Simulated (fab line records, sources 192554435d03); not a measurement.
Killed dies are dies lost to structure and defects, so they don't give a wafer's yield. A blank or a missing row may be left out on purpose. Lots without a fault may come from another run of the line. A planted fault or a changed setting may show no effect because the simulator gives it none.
Which tool did it? | flow n5_finfet | 10 lots, 29 wafers sampled, at 4 steps of a route of 1938

WHAT THE GAUGES READ, wafer by wafer
The record holds no reading of a measuring or inspecting step that can be judged against a usual standard deviation.

WHICH TOOL RAN EACH LOT (tool, then ch and the chambers of the sampled wafers, then the start)
lot  | N5_BEOL_M7_STRIP_67                | N5_BEOL_M7_DESCUM_33               | N5_BEOL_M7_ETCH_72                 | N5_BEOL_M7_TRENCH_ETCH_37
L633 | rie_diel-06 ch 0,1,2, day 8 23:54  | rie_diel-04 ch 0,1,3, day 9 00:51  | rie_diel-04 ch 0,1,3, day 9 00:53  | rie_diel-04 ch 0,1,3, no start
L632 | rie_diel-06 ch 0,3, day 9 01:04    | rie_diel-05 ch 0,2, day 9 01:59    | rie_diel-05 ch 0,2, day 9 02:02    | rie_diel-05 ch 0,2, no start
L636 | rie_diel-06 ch 2,3, day 9 18:41    | rie_diel-05 ch 0,3, day 9 19:20    | rie_diel-05 ch 0,3, day 9 19:23    | rie_diel-05 ch 0,3, no start
L640 | rie_diel-05 ch 0,1,2, day 10 09:15 | rie_diel-04 ch 1,2, day 10 10:00   | rie_diel-04 ch 1,2, day 10 10:02   | rie_diel-04 ch 1,2, no start
L642 | rie_diel-05 ch 0,1,3, day 11 11:56 | rie_diel-05 ch 0,1,3, day 11 14:33 | rie_diel-05 ch 0,1,3, day 11 14:35 | rie_diel-05 ch 0,1,3, no start
L644 | rie_diel-04 ch 0,3, day 11 12:09   | rie_diel-06 ch 1,2,3, day 11 14:16 | rie_diel-06 ch 1,2,3, day 11 14:18 | rie_diel-06 ch 1,2,3, no start
L645 | rie_diel-04 ch 0,2,3, day 11 23:44 | rie_diel-06 ch 0,1, day 12 00:34   | rie_diel-06 ch 0,1, day 12 00:36   | rie_diel-06 ch 0,1, no start
L646 | rie_diel-06 ch 0,2,3, day 12 12:31 | rie_diel-04 ch 1,2,3, day 12 14:03 | rie_diel-04 ch 1,2,3, day 12 14:05 | rie_diel-04 ch 1,2,3, no start
L650 | rie_diel-06 ch 3, day 13 17:53     | rie_diel-06 ch 3, day 13 18:47     | rie_diel-06 ch 3, day 13 18:49     | rie_diel-06 ch 3, no start
L655 | rie_diel-06 ch 1,3, day 15 05:31   | rie_diel-04 ch 2,3, day 15 07:46   | rie_diel-04 ch 2,3, day 15 07:48   | rie_diel-04 ch 2,3, no start
- N5_BEOL_M7_STRIP_67: strips in CF4.
- N5_BEOL_M7_DESCUM_33: chemistry O2, time 7 s.
- N5_BEOL_M7_ETCH_72: etches underlayer in N2/H2, target depth 6.5 nm, time 5.2 s.
- N5_BEOL_M7_TRENCH_ETCH_37: etches SiCOH lowk in C4F6/O2, target depth 93.478 nm, time 31.2 s.

WHAT THE TOOLS THEMSELVES READ (means of the sampled wafers that have a number; where no wafer has one, the mark that the record gives instead)
N5_BEOL_M7_STRIP_67.
lot  | tool        | bias_power_w (W) | drypump_motor_current_A (A) | oes_product_au (a.u.) | rf_vpp_V (V) | showerhead_plenum_p_Torr (Torr) | throttle_valve_pct (%)
L633 | rie_diel-06 | 75.05            | 5.8                         | 0.72                  | 271.2        | 1.80                            | 13.71
L632 | rie_diel-06 | 74.90            | 5.5                         | 0.72                  | 272.0        | 1.84                            | 13.57
L636 | rie_diel-06 | 74.84            | 5.7                         | 0.72                  | 272.6        | 1.85                            | 13.67
L640 | rie_diel-05 | 74.93            | 5.5                         | 0.76                  | 271.2        | 1.79                            | 13.77
L642 | rie_diel-05 | 74.83            | 5.7                         | 0.74                  | 270.2        | 1.77                            | 13.75
L644 | rie_diel-04 | 75.05            | 5.4                         | 0.78                  | 269.4        | 1.76                            | 13.72
L645 | rie_diel-04 | 74.96            | 5.7                         | 0.81                  | 269.9        | 1.76                            | 13.71
L646 | rie_diel-06 | 75.03            | 5.7                         | 0.79                  | 272.5        | 1.84                            | 13.48
L650 | rie_diel-06 | 75.03            | 5.2                         | 0.72                  | 271.1        | 1.85                            | 13.58
L655 | rie_diel-06 | 74.99            | 5.6                         | 0.70                  | 269.4        | 1.76                            | 13.80

N5_BEOL_M7_DESCUM_33.
lot  | tool        | bias_power_w (W) | drypump_motor_current_A (A) | oes_product_au (a.u.) | rf_vpp_V (V) | showerhead_plenum_p_Torr (Torr) | throttle_valve_pct (%)
L633 | rie_diel-04 | 19.96            | 5.5                         | 0.76                  | 244.1        | 2.09                            | 20.58
L632 | rie_diel-05 | 20.00            | 5.7                         | 0.77                  | 243.0        | 2.14                            | 20.66
L636 | rie_diel-05 | 19.97            | 5.8                         | 0.78                  | 243.0        | 2.07                            | 20.43
L640 | rie_diel-04 | 20.02            | 6.1                         | 0.76                  | 243.0        | 2.11                            | 20.55
L642 | rie_diel-05 | 20.02            | 5.7                         | 0.74                  | 243.3        | 2.05                            | 20.58
L644 | rie_diel-06 | 20.00            | 5.6                         | 0.71                  | 242.2        | 2.11                            | 20.51
L645 | rie_diel-06 | 20.03            | 5.8                         | 0.80                  | 242.1        | 2.05                            | 20.46
L646 | rie_diel-04 | 19.99            | 5.8                         | 0.87                  | 244.0        | 2.08                            | 20.48
L650 | rie_diel-06 | 20.04            | 5.2                         | 0.72                  | 244.2        | 2.16                            | 20.30
L655 | rie_diel-04 | 19.98            | 6.0                         | 0.83                  | 242.1        | 2.04                            | 20.70

N5_BEOL_M7_ETCH_72.
lot  | tool        | drypump_motor_current_A (A) | etch_rf_on_time_s (s) | oes_product_au (a.u.) | rf_vpp_V (V) | showerhead_plenum_p_Torr (Torr) | throttle_valve_pct (%)
L633 | rie_diel-04 | 5.5                         | 5.16                  | 0.64                  | 523.7        | 2.55                            | 18.00
L632 | rie_diel-05 | 5.7                         | 5.33                  | 0.65                  | 526.3        | 2.61                            | 18.06
L636 | rie_diel-05 | 5.8                         | 5.28                  | 0.67                  | 522.6        | 2.51                            | 17.81
L640 | rie_diel-04 | 6.1                         | 5.15                  | 0.65                  | 524.3        | 2.57                            | 17.93
L642 | rie_diel-05 | 5.8                         | 5.23                  | 0.63                  | 522.1        | 2.50                            | 18.00
L644 | rie_diel-06 | 5.6                         | 5.25                  | 0.61                  | 523.8        | 2.56                            | 17.84
L645 | rie_diel-06 | 5.8                         | 5.28                  | 0.67                  | 522.2        | 2.48                            | 17.81
L646 | rie_diel-04 | 5.8                         | 5.17                  | 0.74                  | 522.7        | 2.54                            | 17.89
L650 | rie_diel-06 | 5.2                         | 5.96                  | 0.58                  | 526.8        | 2.63                            | 17.66
L655 | rie_diel-04 | 6.0                         | 5.19                  | 0.70                  | 522.9        | 2.48                            | 18.05

N5_BEOL_M7_TRENCH_ETCH_37.
lot  | tool        | drypump_motor_current_A (A) | oes_product_au (a.u.) | rf_vpp_V (V) | showerhead_plenum_p_Torr (Torr) | throttle_valve_pct (%)
L633 | rie_diel-04 | 5.5                         | 0.76                  | 668          | 2.85                            | 21.11
L632 | rie_diel-05 | 5.7                         | 0.75                  | 667          | 2.92                            | 21.17
L636 | rie_diel-05 | 5.8                         | 0.78                  | 663          | 2.81                            | 20.84
L640 | rie_diel-04 | 6.1                         | 0.76                  | 671          | 2.88                            | 21.08
L642 | rie_diel-05 | 5.7                         | 0.73                  | 665          | 2.79                            | 21.02
L644 | rie_diel-06 | 5.7                         | 0.71                  | 671          | 2.87                            | 20.98
L645 | rie_diel-06 | 5.8                         | 0.79                  | 663          | 2.78                            | 20.91
L646 | rie_diel-04 | 5.9                         | 0.87                  | 663          | 2.84                            | 21.03
L650 | rie_diel-06 | 5.2                         | 0.72                  | 676          | 2.94                            | 20.80
L655 | rie_diel-04 | 6.1                         | 0.82                  | 656          | 2.79                            | 21.15

THE ANSWER, worked out from the rows above alone
Rule: what is usual is taken from the lots themselves. Put in order of their means at a reading, lots are off if they are a third of the lots or fewer, leave a main group of 4 or more, and stand apart from it by a gap of 3 or more times the standard deviation of the main group's means; of several such gaps the widest counts. A main group whose means are all the same, to the digits that the tables above print for the reading, isn't used. A lot without any number at a reading at which 4 lots or more have one is off too. The other lots that the step has rows for count as sound. The gauges are gone through in route order, then the tools' own readings, and for those a lot's mean is taken as printed above. The first step at which some lot is off is used, and at that step the reading that is off furthest; a lot without a number counts as furthest.
Off: L650, at N5_BEOL_M7_ETCH_72 (etch_rf_on_time_s). The main group: mean 5.23 s, standard deviation 0.059.
A tool fits if, at that step or a process step before it, it ran every lot that is off, and no sound lot after the first of them. One fits: rie_diel-06 at N5_BEOL_M7_DESCUM_33 and N5_BEOL_M7_ETCH_72. At N5_BEOL_M7_DESCUM_33 its last sound lot is L645 (day 12 00:34), its first lot that is off L650 (day 13 18:47): a fault that began between those two fits.

WHAT THE SIMULATOR HAD PUT IN
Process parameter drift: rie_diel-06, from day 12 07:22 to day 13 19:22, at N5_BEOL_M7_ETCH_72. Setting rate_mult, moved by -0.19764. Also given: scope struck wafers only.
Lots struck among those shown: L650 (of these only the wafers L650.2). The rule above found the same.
